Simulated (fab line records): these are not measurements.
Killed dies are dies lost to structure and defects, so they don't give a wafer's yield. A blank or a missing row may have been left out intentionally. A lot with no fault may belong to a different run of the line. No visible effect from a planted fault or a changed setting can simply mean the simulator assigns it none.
fab line records	flow n5_finfet
record: lots: 9	wafers: 27	last_day: 17
route steps=1938 shown BEOL_M4@1035 PASSIVATION@1936
lots that met no fault: from a run of the same line without faults
start_h: hours from the record's opening day to when the first of the lot's shown wafers began	wait_h: time in hours since the lot's previous step	" as in the row above	L1.1+2: a row that stands for several wafers	- value missing, or start not given	* or withheld: withheld	< > ~ a bound
route shown NAME@n: names a module that has steps shown in the file, with the first one's number in the route	usual: average and standard deviation across the fault-free wafers	same: alike in all rows	chamber/n: place in a boat	sites: each site's reading	_std_site: the standard deviation of these	_edge_site: outer sites' mean less inner sites'	radius_mm: for every site, how far away it sits from the centre of the wafer	mask NAME#n: copy n	behind: the last tool/chamber to shape the wafer	hold: reason for holding the lot/hours on hold/outcome of the hold	device: which transistor (n, p or np) failed to switch	end of line: the tests these same wafers got at the end of their route	for a step that has no rows: nothing shown but its recipe	killed: dies lost to structure and defects at the first sort, not the wafer's yield	map: dies across one wafer; x = killed, . = not, _ = none there
set.NAME: the setting that was run; set.NAME@STEP: the one run at that earlier step	model.NAME: the simulator's own value behind a step, which no gauge read
steps of the route over a sample of lots; a table a step, a row a wafer
services: the hour from which a tool's chamber was out of use, counted from the record's first day as start_h (under 0 if before that day), plus the number of hours and why
== steps ==
step: N5_BEOL_M4_OVL_MEAS_12
recipe: points_per_wafer: 522
usual: M4_OVL: 0.0/0.7
lot.wafer	tool	chamber	start_h	wait_h	M4_OVL[nm]
L597.1	overlay-02	0	152.84	0.0	0.0
L597.3	"	0	"	"	-1.3
L597.5	"	0	"	"	-0.4
L601.1	overlay-02	0	175.25	0.0	0.5
L601.4	"	0	"	"	-0.7
L601.6	"	0	"	"	-0.8
L603.1	overlay-02	0	193.25	0.0	-1.0
L603.5	"	0	"	"	-0.6
L603.6	"	0	"	"	-0.3
L606.1	overlay-02	0	211.88	0.0	0.2
L606.2	"	0	"	"	-0.2
L606.5	"	0	"	"	-0.9
L608.1	overlay-01	0	221.20	0.0	0.8
L608.2	"	0	"	"	0.5
L608.6	"	0	"	"	0.2
L610.1	overlay-02	0	237.58	0.0	-0.4
L610.2	"	0	"	"	-0.6
L610.3	"	0	"	"	-0.6
L614.1	overlay-02	0	251.23	0.0	-2.1
L614.2	"	0	"	"	-1.2
L614.6	"	0	"	"	-1.0
L615.1	overlay-02	0	264.33	0.0	-0.1
L615.2	"	0	"	"	0.4
L615.3	"	0	"	"	0.0
L616.1	overlay-02	0	284.31	0.0	-0.3
L616.2	"	0	"	"	-0.5
L616.3	"	0	"	"	-0.6
step: N5_BEOL_M4_ETCH_63
recipe: chemistry: CF4	target: SiARC	target_depth_a: 156	mask_material: CAR-EUV	time_s: 26	ion_energy_ev: 80	pressure_mtorr: 40	source_w: 545	bias_w: 36	Ar_flow_sccm: 100	cf4_flow_sccm: 100	ends: cleared
usual: drypump_motor_current_A: 5.7/0.42	etch_rf_on_time_s: 26.0/1.1	oes_product_au: 0.68/0.086	rf_vpp_V: 184.4/0.96	showerhead_plenum_p_Torr: 2.17/0.053	throttle_valve_pct: 15.55/0.25
lot.wafer	tool	chamber	start_h	wait_h	drypump_motor_current_A	etch_rf_on_time_s	oes_product_au	rf_hours_counter_h	rf_vpp_V	showerhead_plenum_p_Torr	throttle_valve_pct
L597.1	rie_diel-06	0	152.99	0.0	5.7	27.2	0.65	121	183.4	2.16	15.45
L597.3	"	2	"	"	6.1	24.9	0.66	159	186.1	2.22	15.19
L597.5	"	3	"	"	5.8	25.0	0.64	-	184.8	2.15	15.85
L601.1	rie_diel-04	2	175.39	0.0	4.8	26.9	0.58	239	183.2	2.19	15.99
L601.4	"	3	"	"	5.4	26.1	0.82	2	185.1	2.11	15.32
L601.6	"	3	"	"	5.4	26.3	0.82	-	183.2	2.11	15.32
L603.1	rie_diel-05	3	193.41	0.0	5.6	25.3	0.79	16	185.7	2.27	15.34
L603.5	"	0	"	"	6.1	25.5	0.64	-	184.4	2.22	15.58
L603.6	"	2	"	"	6.3	24.5	0.71	-	186.2	2.26	15.58
L606.1	rie_diel-04	2	212.20	0.0	4.8	26.8	0.56	250	184.0	2.19	16.03
L606.2	"	1	"	"	5.1	25.5	0.60	243	185.0	2.19	16.04
L606.5	"	2	"	"	4.8	26.6	0.57	-	184.1	2.19	16.02
L608.1	rie_diel-06	2	221.34	0.0	6.1	25.0	0.65	182	184.9	2.21	15.25
L608.2	"	0	"	"	5.7	27.1	0.64	145	184.8	2.15	15.48
L608.6	"	2	"	"	6.1	24.7	0.65	-	185.4	2.21	15.22
L610.1	rie_diel-06	3	237.79	0.0	5.8	24.8	0.63	214	184.9	2.14	15.92
L610.2	"	0	"	"	5.7	27.3	0.63	152	183.1	2.15	15.50
L610.3	"	2	"	"	6.1	25.0	0.64	188	184.6	2.21	15.27
L614.1	rie_diel-04	0	252.63	0.0	5.9	24.5	0.77	44	183.0	2.08	15.28
L614.2	"	2	"	"	4.8	27.5	0.80	6	183.0	2.19	15.50
L614.6	"	3	"	"	5.4	26.2	0.75	-	184.4	2.10	15.37
L615.1	rie_diel-06	2	264.48	0.0	6.0	25.1	0.64	198	183.8	2.20	15.30
L615.2	"	0	"	"	5.7	27.7	0.62	162	182.9	2.15	15.53
L615.3	"	3	"	"	5.8	25.3	0.62	218	184.6	2.13	15.93
L616.1	rie_diel-05	0	284.45	0.0	6.1	26.1	0.62	228	185.4	2.21	15.62
L616.2	"	3	"	"	5.6	25.6	0.73	48	185.9	2.26	15.41
L616.3	"	1	"	"	5.2	25.5	0.79	30	183.7	2.19	15.47
step: N5_BEOL_M4_HM_OPEN_17
recipe: chemistry: Cl2/BCl3	target_depth_a: 200	overetch_a: 60	target: TiN	mask_material: SOC	ion_energy_ev: 150	pressure_mtorr: 10	icp_w: 1000	bias_w: 126	Cl2_flow_sccm: 53.25	bcl3_flow_sccm: 21.75	Ar_flow_sccm: 25
usual: drypump_motor_current_A: 5.7/0.53	oes_product_au: 0.67/0.067	throttle_valve_pct: 21.95/0.26
lot.wafer	tool	chamber	start_h	wait_h	drypump_motor_current_A	oes_product_au	rf_hours_counter_h	throttle_valve_pct
L597.1	rie_metal-02	1	153.19	0.0	5.5	0.76	6	21.68
L597.3	"	1	"	"	5.5	0.75	-	21.70
L597.5	"	0	"	"	6.6	0.53	-	21.97
L601.1	rie_metal-01	0	175.59	0.0	5.2	0.68	39	22.31
L601.4	"	1	"	"	6.2	0.64	-	21.75
L601.6	"	1	"	"	6.2	0.63	-	21.74
L603.1	rie_metal-01	1	193.61	0.0	6.2	0.63	49	21.75
L603.5	"	0	"	"	5.2	0.67	-	22.34
L603.6	"	1	"	"	6.2	0.62	-	21.77
L606.1	rie_metal-01	1	212.40	0.0	6.2	0.63	51	21.75
L606.2	"	0	"	"	5.2	0.68	43	22.33
L606.5	"	0	"	"	5.2	0.67	-	22.35
L608.1	rie_metal-02	1	221.54	0.0	5.5	0.74	13	21.68
L608.2	"	1	"	"	5.5	0.73	-	21.70
L608.6	"	1	"	"	5.5	0.72	-	21.70
L610.1	rie_metal-02	1	237.99	0.0	5.5	0.72	15	21.71
L610.2	"	1	"	"	5.5	0.72	-	21.71
L610.3	"	1	"	"	5.5	0.71	-	21.70
L614.1	rie_metal-02	1	252.83	0.0	5.5	0.72	16	21.70
L614.2	"	0	"	"	6.6	0.82	1	21.68
L614.6	"	0	"	"	6.6	0.83	-	21.68
L615.1	rie_metal-01	1	264.68	0.0	6.2	0.62	58	21.75
L615.2	"	1	"	"	6.2	0.62	-	21.76
L615.3	"	1	"	"	6.2	0.63	-	21.73
L616.1	rie_metal-02	0	284.65	0.0	6.6	0.78	6	21.70
L616.2	"	1	"	"	5.5	0.71	17	21.72
L616.3	"	1	"	"	5.5	0.72	-	21.70
step: N5_BEOL_M4_INSPECT_30
recipe: mode: adi	inspect_instrument: brightfield
usual: raw_defect_count: 396/100
lot.wafer	tool	chamber	start_h	wait_h	raw_defect_count
L597.1	defect_inspect-02	-	153.90	0.1	544
L597.3	"	-	"	"	657
L597.5	"	-	"	"	608
L601.1	defect_inspect-01	-	176.31	0.1	410
L601.4	"	-	"	"	371
L601.6	"	-	"	"	373
L603.1	defect_inspect-02	-	194.40	0.1	301
L603.5	"	-	"	"	442
L603.6	"	-	"	"	451
L606.1	defect_inspect-01	-	212.99	0.1	455
L606.2	"	-	"	"	366
L606.5	"	-	"	"	306
L608.1	defect_inspect-01	-	222.27	0.1	393
L608.2	"	-	"	"	367
L608.6	"	-	"	"	337
L610.1	defect_inspect-01	-	238.79	0.1	342
L610.2	"	-	"	"	265
L610.3	"	-	"	"	332
L614.1	defect_inspect-02	-	253.47	0.1	1004
L614.2	"	-	"	"	961
L614.6	"	-	"	"	1042
L615.1	defect_inspect-02	-	265.49	0.1	416
L615.2	"	-	"	"	402
L615.3	"	-	"	"	412
L616.1	defect_inspect-02	-	285.37	0.1	791
L616.2	"	-	"	"	852
L616.3	"	-	"	"	931
step: N5_BEOL_M4_VIA_ETCH_34
recipe: chemistry: C4F6/O2	target_depth_a: 694	mask_material: SOC	pressure_mtorr: 15	ion_energy_ev: 250	taper_deg: 4	time_s: 65.9	source_w: 350	bias_w: 170	Ar_flow_sccm: 300	C4F6_flow_sccm: 10	O2_flow_sccm: 10
usual: drypump_motor_current_A: 5.7/0.46	oes_product_au: 0.82/0.1	rf_vpp_V: 666/29	showerhead_plenum_p_Torr: 2.89/0.068	throttle_valve_pct: 30.7/0.34
lot.wafer	tool	chamber	start_h	wait_h	drypump_motor_current_A	oes_product_au	rf_hours_counter_h	rf_vpp_V	showerhead_plenum_p_Torr	throttle_valve_pct
L597.1	rie_diel-05	2	156.64	0.0	6.3	0.83	91	617	3.01	31.0
L597.3	"	3	"	"	5.6	0.94	4	623	2.99	30.4
L597.5	"	0	"	"	6.1	0.75	-	681	2.93	30.2
L601.1	rie_diel-06	0	177.43	0.0	5.7	0.77	131	716	2.86	30.6
L601.4	"	2	"	"	6.1	0.76	168	665	2.95	30.2
L601.6	"	0	"	"	5.7	0.76	-	715	2.86	30.6
L603.1	rie_diel-04	2	198.09	0.0	4.8	0.67	246	686	2.90	31.3
L603.5	"	1	"	"	5.1	0.68	-	649	2.91	31.1
L603.6	"	2	"	"	4.8	0.67	-	684	2.90	31.3
L606.1	rie_diel-05	1	216.74	0.0	5.2	1.00	6	682	2.91	30.5
L606.2	"	0	"	"	6.1	0.73	208	680	2.92	30.3
L606.5	"	2	"	"	6.3	0.80	-	618	3.00	31.1
L608.1	rie_diel-05	1	223.62	0.0	5.2	0.99	9	684	2.91	30.6
L608.2	"	2	"	"	6.3	0.81	114	617	3.00	31.1
L608.6	"	1	"	"	5.2	0.98	-	683	2.91	30.5
L610.1	rie_diel-05	0	242.63	0.0	6.1	0.73	214	680	2.91	30.3
L610.2	"	1	"	"	5.2	0.96	16	683	2.91	30.5
L610.3	"	3	"	"	5.6	0.86	35	623	2.98	30.5
L614.1	rie_diel-06	3	262.63	0.0	5.8	0.72	217	696	2.83	31.2
L614.2	"	0	"	"	5.7	0.72	161	714	2.85	30.6
L614.6	"	3	"	"	5.8	0.72	-	697	2.83	31.2
L615.1	rie_diel-04	1	269.46	0.0	5.1	0.97	5	647	2.90	31.1
L615.2	"	2	"	"	4.8	0.91	11	683	2.90	30.8
L615.3	"	3	"	"	5.4	0.87	38	662	2.80	30.9
L616.1	rie_diel-04	0	286.30	0.0	6.0	0.88	57	645	2.77	30.5
L616.2	"	3	"	"	5.4	0.85	44	665	2.80	30.9
L616.3	"	1	"	"	5.1	0.94	12	647	2.90	31.2
step: N5_BEOL_M4_RC_MEAS_101
usual: DIBL_N: 37.5/2	DIBL_P: 37.5/2.5	IOFF_N: 0.18/0.042	IOFF_P: 0.24/0.046	ION_N: 677/15	ION_P: 464/9.5	SS_N: 72.0/0.76	SS_P: 73.6/0.79	VT_N: 249/3.5	VT_P: -249/3.2
lot.wafer	tool	chamber	start_h	wait_h	DIBL_N[mV/V]	DIBL_P[mV/V]	IOFF_N[nA/um]	IOFF_P[nA/um]	ION_N[uA/um]	ION_P[uA/um]	SS_N[mV/dec]	SS_P[mV/dec]	VT_N[mV]	VT_P[mV]
L597.1	prober-01	0	161.35	0.0	40.3	39.7	0.25	0.27	677	458	73.5	73.8	245	-249
L597.3	"	0	"	"	36.7	36.9	0.16	0.23	686	473	71.2	72.4	248	-248
L597.5	"	0	"	"	37.4	37.3	0.16	0.23	690	473	72.0	73.4	250	-247
L601.1	prober-02	0	182.55	0.0	36.5	34.2	0.13	0.21	670	468	71.2	73.3	254	-247
L601.4	"	0	"	"	37.0	36.7	0.15	0.26	658	464	71.2	73.5	250	-248
L601.6	"	0	"	"	39.3	37.7	0.18	0.26	680	470	72.3	73.6	247	-245
L603.1	prober-02	0	202.69	0.0	37.3	36.9	0.17	0.24	678	469	71.4	74.0	249	-249
L603.5	"	0	"	"	39.1	38.0	0.20	0.26	684	472	72.7	74.2	248	-247
L603.6	"	0	"	"	34.8	35.0	0.13	0.23	650	454	71.0	74.0	250	-248
L606.1	prober-02	0	221.05	0.0	38.8	39.8	0.21	0.29	691	475	71.1	74.3	243	-242
L606.2	"	0	"	"	38.0	37.3	0.18	0.24	677	465	71.7	73.2	252	-247
L606.5	"	0	"	"	39.1	39.7	0.19	0.28	667	468	71.3	74.1	247	-245
L608.1	prober-01	0	228.21	0.0	37.1	40.3	0.19	0.27	658	446	71.9	74.3	250	-252
L608.2	"	0	"	"	37.0	38.0	0.19	0.20	665	449	73.0	72.5	248	-252
L608.6	"	0	"	"	36.0	37.7	0.15	0.20	654	446	72.2	72.6	254	-255
L610.1	prober-02	0	247.20	0.0	39.4	39.6	0.22	0.23	676	457	72.2	74.0	248	-252
L610.2	"	0	"	"	39.2	39.9	0.21	0.25	680	460	72.6	74.8	247	-249
L610.3	"	0	"	"	34.6	34.0	0.14	0.17	663	448	71.4	72.7	252	-254
L614.1	prober-01	0	266.78	0.0	37.0	37.8	0.19	0.24	702	482	72.2	73.1	250	-248
L614.2	"	0	"	"	34.2	33.9	0.13	0.19	650	451	71.8	72.7	252	-251
L614.6	"	0	"	"	37.5	38.3	0.19	0.25	671	465	72.0	74.7	248	-247
L615.1	prober-01	0	273.67	0.0	40.8	40.6	0.23	0.29	690	470	72.2	74.2	244	-247
L615.2	"	0	"	"	38.5	36.9	0.18	0.24	655	457	71.7	73.8	249	-247
L615.3	"	0	"	"	39.0	38.1	0.19	0.25	664	460	71.6	73.0	249	-247
L616.1	prober-01	0	291.42	0.5	36.3	37.2	0.17	0.24	693	480	70.8	72.9	248	-247
L616.2	"	0	"	"	35.6	35.8	0.15	0.22	665	466	71.5	72.4	248	-248
L616.3	"	0	"	"	40.4	39.2	0.25	0.27	676	461	73.2	73.8	248	-244
step: N5_PASSIVATION_PROBE_49
usual: defect_limited_yield: 91.8/1.5	killed_at_M0_to_M3: 33/11	killed_at_M4_up: 13/5	killed_at_contacts: 11/5.6	killed_at_front_end: 36/12	killed_at_other: 3.4/2.5	killed_dies: 97/18	killed_open: 64/13	killed_short: 31/6.9	sort_bin_5_function: 4.8/1	sort_bin_6_memory: 3.1/0.64	sort_bin_8_speed: 0.00/0.014	sort_n_pass: 1083/18	sort_yield_pct: 91.8/1.5
same: gross_dies: 1180	killed_at_back_side: 0	sort_bin_4_leakage[%]: 0
lot.wafer	tool	chamber	start_h	wait_h	defect_limited_yield[%]	killed_at_M0_to_M3	killed_at_M4_up	killed_at_contacts	killed_at_front_end	killed_at_other	killed_dies	killed_open	killed_short	sort_bin_5_function[%]	sort_bin_6_memory[%]	sort_bin_8_speed[%]	sort_n_pass	sort_yield_pct[%]
L597.1	prober-02	-	266.92	0.0	93.1	10	18	12	36	5	81	49	31	4.2	2.5	0	1099	93.1
L597.3	prober-02	-	267.02	0.1	91.7	28	21	23	24	2	98	70	28	5.3	2.8	0	1082	91.7
L597.5	prober-02	-	267.12	0.2	91.5	32	17	12	33	6	100	67	32	5.0	3.0	0.08	1080	91.5
L601.1	prober-01	-	289.89	0.0	91.7	37	2	10	46	3	98	68	30	4.0	4.1	0	1082	91.7
L601.4	prober-01	-	290.04	0.2	91.8	27	10	13	45	2	97	62	34	5.1	2.8	0	1083	91.8
L601.6	prober-01	-	290.14	0.3	93.5	24	5	13	33	2	77	50	26	4.0	2.5	0	1103	93.5
L603.1	prober-02	-	300.55	0.0	92.6	16	19	11	36	5	87	59	26	4.7	2.5	0	1093	92.6
L603.5	prober-02	-	300.75	0.2	92.1	22	19	19	28	5	93	72	21	5.2	2.5	0	1087	92.1
L603.6	prober-02	-	300.80	0.3	91.9	25	12	12	41	5	95	63	30	5.3	2.7	0	1085	91.9
L606.1	prober-02	-	325.74	0.0	93.2	24	20	8	25	3	80	55	25	4.3	2.4	0	1100	93.2
L606.2	prober-02	-	325.79	0.1	93.6	23	15	13	25	0	76	49	27	4.5	1.9	0	1104	93.6
L606.5	prober-02	-	325.94	0.2	90.6	50	12	17	30	2	111	70	41	5.6	3.6	0	1069	90.6
L608.1	prober-01	-	327.74	0.3	93.8	19	6	21	21	6	73	52	21	3.6	2.5	0	1107	93.8
L608.2	prober-01	-	327.79	0.4	91.5	14	20	12	51	3	100	67	32	5.4	2.8	0	1080	91.5
L608.6	prober-01	-	327.99	0.6	90.3	38	13	9	46	8	114	77	34	6.0	3.2	0	1066	90.3
L610.1	prober-02	-	347.92	0.0	90.2	31	10	24	49	2	116	71	41	5.8	3.7	0	1064	90.2
L610.2	prober-02	-	347.97	0.1	90.1	40	19	20	37	1	117	83	34	6.4	3.3	0	1063	90.1
L610.3	prober-02	-	348.02	0.1	92.0	34	8	20	27	5	94	66	26	4.6	3.4	0	1086	92.0
L614.1	prober-02	-	370.08	0.0	80.8	38	133	13	37	6	227	73	28	12.3	3.9	0	953	80.8
L614.2	prober-02	-	370.13	0.1	84.5	41	100	18	21	3	183	64	31	8.8	4.5	0	997	84.5
L614.6	prober-02	-	370.33	0.3	84.9	44	99	8	24	3	178	63	24	10.1	2.7	0	1002	84.9
L615.1	prober-01	-	373.95	0.0	90.9	35	16	11	42	3	107	56	43	5.4	3.0	0	1073	90.9
L615.2	prober-01	-	374.00	0.1	92.8	36	9	7	31	2	85	39	44	3.9	3.0	0	1095	92.8
L615.3	prober-01	-	374.05	0.1	91.4	35	15	4	46	1	101	62	27	5.0	2.5	0	1079	91.4
L616.1	prober-02	-	400.22	0.0	84.7	42	96	16	19	8	181	62	28	9.7	3.6	0	999	84.7
L616.2	prober-02	-	400.27	0.1	83.1	33	129	11	23	4	200	47	27	10.8	3.6	0	980	83.1
L616.3	prober-02	-	400.32	0.1	82.4	35	136	3	30	4	208	47	32	10.8	4.0	0	972	82.4
killed by level:class
L597.1 FIN_SAQP:geometric_particle:open=14 FIN_SAQP:geometric_particle:short=11 BEOL_M4:geometric_particle:open=10 MOL_CONTACT_COAG:geometric_particle:open=9 MOL_CONTACT_COAG:geometric_particle:short=3 MIM_TOP:geometric_particle:short=3 STARTING-WAFER:geometric_particle:short=3 GATE_CUT:geometric_particle:short=2
L597.3 MOL_CONTACT_COAG:geometric_particle:open=18 BEOL_M0_SAQP:geometric_particle:short=10 BEOL_M4:geometric_particle:open=9 FIN_SAQP:geometric_particle:open=8 BEOL_M0_SAQP:geometric_particle:open=8 MOL_CONTACT_COAG:geometric_particle:short=5 STI_FIN_REVEAL:geometric_particle:open=3 BEOL_M1:geometric_particle:open=3
L597.5 FIN_SAQP:geometric_particle:open=12 MOL_CONTACT_COAG:geometric_particle:open=10 BEOL_M0_SAQP:geometric_particle:short=9 BEOL_M4:geometric_particle:open=9 BEOL_M0_SAQP:geometric_particle:open=8 STARTING-WAFER:geometric_particle:open=5 BEOL_M1:geometric_particle:open=4 BEOL_M3:geometric_particle:open=4
L601.1 FIN_SAQP:geometric_particle:open=15 BEOL_M1:geometric_particle:open=10 FIN_SAQP:geometric_particle:short=8 MOL_CONTACT_COAG:geometric_particle:open=8 BEOL_M3:geometric_particle:open=8 STI_FIN_REVEAL:geometric_particle:open=5 BEOL_M0_SAQP:geometric_particle:open=5 BEOL_M0_SAQP:geometric_particle:short=5
L601.4 MOL_CONTACT_COAG:geometric_particle:open=13 FIN_SAQP:geometric_particle:open=10 GATE_CUT:geometric_particle:short=8 STI_FIN_REVEAL:geometric_particle:open=6 BEOL_M0_SAQP:geometric_particle:short=6 BEOL_M0_SAQP:geometric_particle:open=6 BEOL_M2:geometric_particle:open=6 STARTING-WAFER:geometric_particle:short=5
L601.6 MOL_CONTACT_COAG:geometric_particle:open=11 BEOL_M0_SAQP:geometric_particle:short=8 FIN_SAQP:geometric_particle:short=7 FIN_SAQP:geometric_particle:open=6 BEOL_M0_SAQP:geometric_particle:open=6 GATE_CUT:geometric_particle:open=5 BEOL_M3:geometric_particle:open=4 STI_FIN_REVEAL:geometric_particle:open=3
L603.1 STI_FIN_REVEAL:geometric_particle:open=10 FIN_SAQP:geometric_particle:open=7 MOL_CONTACT_COAG:geometric_particle:open=7 BEOL_M4:geometric_particle:open=7 BEOL_M0_SAQP:geometric_particle:open=6 DUMMY_GATE:geometric_particle:open=4 BEOL_M0_SAQP:geometric_particle:short=4 MOL_CONTACT_COAG:geometric_particle:short=4
L603.5 MOL_CONTACT_COAG:geometric_particle:open=16 STI_FIN_REVEAL:geometric_particle:open=9 BEOL_M0_SAQP:geometric_particle:short=8 BEOL_M4:geometric_particle:open=7 BEOL_M2:geometric_particle:open=6 FIN_SAQP:geometric_particle:open=5 BEOL_M0_SAQP:geometric_particle:open=4 BEOL_M5:geometric_particle:open=4
L603.6 STI_FIN_REVEAL:geometric_particle:open=12 MOL_CONTACT_COAG:geometric_particle:open=9 GATE_CUT:geometric_particle:short=7 BEOL_M0_SAQP:geometric_particle:open=7 DUMMY_GATE:geometric_particle:open=6 BEOL_M2:geometric_particle:open=6 FIN_SAQP:geometric_particle:open=4 BEOL_M0_SAQP:geometric_particle:short=4
L606.1 BEOL_M0_SAQP:geometric_particle:open=8 FIN_SAQP:geometric_particle:open=6 FIN_SAQP:geometric_particle:short=6 BEOL_M0_SAQP:geometric_particle:short=5 BEOL_M4:geometric_particle:open=5 STI_FIN_REVEAL:geometric_particle:open=4 BEOL_M5:geometric_particle:open=4 MOL_CONTACT_COAG:geometric_particle:short=4
L606.2 MOL_CONTACT_COAG:geometric_particle:open=10 FIN_SAQP:geometric_particle:open=8 STI_FIN_REVEAL:geometric_particle:open=6 BEOL_M0_SAQP:geometric_particle:short=5 BEOL_M4:geometric_particle:open=5 BEOL_M0_SAQP:geometric_particle:open=4 BEOL_M5:geometric_particle:open=4 FIN_SAQP:geometric_particle:short=3
L606.5 BEOL_M0_SAQP:geometric_particle:short=18 MOL_CONTACT_COAG:geometric_particle:open=15 BEOL_M0_SAQP:geometric_particle:open=14 BEOL_M2:geometric_particle:short=7 STI_FIN_REVEAL:geometric_particle:open=6 BEOL_M0:geometric_particle:open=5 BEOL_M4:geometric_particle:open=4 FIN_SAQP:geometric_particle:open=3
L608.1 MOL_CONTACT_COAG:geometric_particle:open=18 STI_FIN_REVEAL:geometric_particle:open=12 BEOL_M0_SAQP:geometric_particle:short=6 BEOL_M1:geometric_particle:open=6 MOL_CONTACT_COAG:geometric_particle:short=3 BEOL_M0_SAQP:geometric_particle:open=3 STI_FIN_REVEAL:geometric_particle:short=2 ILD0:geometric_particle:short=2
L608.2 STI_FIN_REVEAL:geometric_particle:open=15 FIN_SAQP:geometric_particle:short=13 MOL_CONTACT_COAG:geometric_particle:open=10 FIN_SAQP:geometric_particle:open=9 BEOL_M4:geometric_particle:open=8 DUMMY_GATE:geometric_particle:open=5 BEOL_M1:geometric_particle:open=5 BEOL_M1:geometric_particle:short=4
L608.6 FIN_SAQP:geometric_particle:open=13 FIN_SAQP:geometric_particle:short=11 BEOL_M0_SAQP:geometric_particle:open=8 BEOL_M0:geometric_particle:open=7 BEOL_M1:geometric_particle:open=7 BEOL_M4:geometric_particle:open=7 STI_FIN_REVEAL:geometric_particle:open=6 BEOL_M0_SAQP:geometric_particle:short=6
L610.1 BEOL_M0_SAQP:geometric_particle:open=14 MOL_CONTACT_COAG:geometric_particle:short=12 MOL_CONTACT_COAG:geometric_particle:open=11 DUMMY_GATE:geometric_particle:open=7 BEOL_M0_SAQP:geometric_particle:short=7 GATE_CUT:geometric_particle:short=6 FIN_SAQP:geometric_particle:short=5 STI_FIN_REVEAL:geometric_particle:open=5
L610.2 MOL_CONTACT_COAG:geometric_particle:open=16 BEOL_M0_SAQP:geometric_particle:open=10 FIN_SAQP:geometric_particle:open=9 DUMMY_GATE:geometric_particle:open=8 BEOL_M3:geometric_particle:open=7 BEOL_M0_SAQP:geometric_particle:short=6 BEOL_M2:geometric_particle:open=6 BEOL_M4:geometric_particle:open=6
L610.3 MOL_CONTACT_COAG:geometric_particle:open=15 BEOL_M0_SAQP:geometric_particle:short=11 BEOL_M0_SAQP:geometric_particle:open=8 DUMMY_GATE:geometric_particle:open=7 BEOL_M1:geometric_particle:open=6 BEOL_M2:geometric_particle:open=6 STARTING-WAFER:geometric_particle:open=5 SPACER0:geometric_particle:open=3
L614.1 BEOL_M4:unspecified=122 BEOL_M2:geometric_particle:open=12 BEOL_M0_SAQP:geometric_particle:open=11 FIN_SAQP:geometric_particle:open=10 MOL_CONTACT_COAG:geometric_particle:open=10 BEOL_M0_SAQP:geometric_particle:short=5 BEOL_M1:geometric_particle:open=5 STI_FIN_REVEAL:geometric_particle:open=4
L614.2 BEOL_M4:unspecified=85 MOL_CONTACT_COAG:geometric_particle:open=14 BEOL_M0_SAQP:geometric_particle:open=12 BEOL_M0_SAQP:geometric_particle:short=10 BEOL_M1:geometric_particle:open=8 BEOL_M2:geometric_particle:open=6 STI_FIN_REVEAL:geometric_particle:open=5 STI_FIN_REVEAL:geometric_particle:short=4
L614.6 BEOL_M4:unspecified=90 BEOL_M0_SAQP:geometric_particle:short=13 BEOL_M1:geometric_particle:open=10 BEOL_M2:geometric_particle:open=10 MOL_CONTACT_COAG:geometric_particle:open=8 STI_FIN_REVEAL:geometric_particle:open=6 STARTING-WAFER:geometric_particle:open=5 BEOL_M3:geometric_particle:open=4
L615.1 FIN_SAQP:geometric_particle:short=11 BEOL_M2:geometric_particle:open=9 MOL_CONTACT_COAG:geometric_particle:open=7 BEOL_M0_SAQP:geometric_particle:open=7 BEOL_M0_SAQP:geometric_particle:short=6 HKMG_FIN:area_etch=5 FIN_SAQP:geometric_particle:open=4 STI_FIN_REVEAL:geometric_particle:open=4
L615.2 BEOL_M0_SAQP:geometric_particle:short=12 BEOL_M2:geometric_particle:open=6 FIN_SAQP:geometric_particle:short=5 STI_FIN_REVEAL:geometric_particle:open=4 GATE_CUT:geometric_particle:short=4 MOL_CONTACT_COAG:geometric_particle:open=4 BEOL_M1:geometric_particle:open=4 FIN_SAQP:geometric_particle:open=3
L615.3 BEOL_M0_SAQP:geometric_particle:open=10 FIN_SAQP:geometric_particle:short=10 BEOL_M2:geometric_particle:open=9 HKMG_FIN:area_etch=9 GATE_CUT:geometric_particle:short=6 BEOL_M4:geometric_particle:open=6 STI_FIN_REVEAL:geometric_particle:open=5 ILD0:geometric_particle:open=5
L616.1 BEOL_M4:unspecified=89 BEOL_M2:geometric_particle:open=18 MOL_CONTACT_COAG:geometric_particle:open=12 BEOL_M0_SAQP:geometric_particle:short=12 BEOL_M0_SAQP:geometric_particle:open=7 FIN_SAQP:geometric_particle:open=3 STI_FIN_REVEAL:geometric_particle:open=3 MOL_CONTACT_COAG:geometric_particle:short=3
L616.2 BEOL_M4:unspecified=126 MOL_CONTACT_COAG:geometric_particle:open=11 BEOL_M0_SAQP:geometric_particle:short=9 BEOL_M3:geometric_particle:open=8 BEOL_M0_SAQP:geometric_particle:open=7 FIN_SAQP:geometric_particle:short=6 BEOL_M2:geometric_particle:open=4 DUMMY_GATE:geometric_particle:open=3
L616.3 BEOL_M4:unspecified=129 BEOL_M0_SAQP:geometric_particle:short=9 DUMMY_GATE:geometric_particle:open=6 BEOL_M1:geometric_particle:open=6 BEOL_M3:geometric_particle:open=6 BEOL_M2:geometric_particle:open=5 STARTING-WAFER:geometric_particle:short=5 FIN_SAQP:geometric_particle:short=3
== services ==
tool	chamber	start_h	hours	kind
rie_diel-05	3	131.35	-	clean
rie_diel-05	3	131.35	-	consumable_replace:focus_ring
rie_diel-05	3	131.35	-	consumable_replace:showerhead
rie_diel-05	3	131.35	13.3	scheduled_down
rie_diel-05	3	131.35	13.3	vent_cycle
rie_diel-04	3	148.63	-	clean
rie_diel-04	3	148.63	-	consumable_replace:focus_ring
rie_diel-04	3	148.63	22.8	scheduled_down
rie_diel-04	3	148.63	22.8	vent_cycle
rie_diel-05	1	178.48	-	clean
rie_diel-05	1	178.48	-	consumable_replace:focus_ring
rie_diel-06	0	207.22	4.4	repair
rie_diel-04	2	217.90	5.7	repair
rie_diel-04	2	223.62	-	clean
rie_diel-04	2	223.62	-	consumable_replace:focus_ring
rie_diel-04	2	223.62	14.5	scheduled_down
rie_diel-04	2	223.62	14.5	vent_cycle
rie_diel-05	0	230.90	5.1	repair
rie_diel-04	1	238.23	-	clean
rie_diel-04	1	238.23	-	consumable_replace:focus_ring
rie_diel-04	1	238.23	16.5	scheduled_down
rie_diel-06	3	245.02	16.7	repair
rie_metal-02	1	253.26	20.9	repair
rie_metal-01	0	255.82	10.7	repair
== key ==
first_sign: step: N5_BEOL_M4_INSPECT_30	reading: raw_defect_count	direction: up	sigmas: 5.2	usual: 396	struck: 930
effect: step: N5_PASSIVATION_PROBE_49	reading: killed_at_M4_up	direction: up	sigmas: 20	usual: 13	struck: 116
more_kills_born_at: N5_BEOL_M4_HM_OPEN_17@rie_metal-02: 641
met_at N5_BEOL_M4_HM_OPEN_17
struck_lots L614,L616
not_acting_at N5_BEOL_M4_OVL_MEAS_12,N5_BEOL_M4_ETCH_63,N5_BEOL_M4_VIA_ETCH_34
onset_between 237.99 252.83
fault: kind: chamber_particle_source	tool: rie_metal-02	chamber: -	onset_h: 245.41	steps: N5_BEOL_M4_HM_OPEN_17	rate_per_visit_cm2: 0.84519	end_h: 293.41
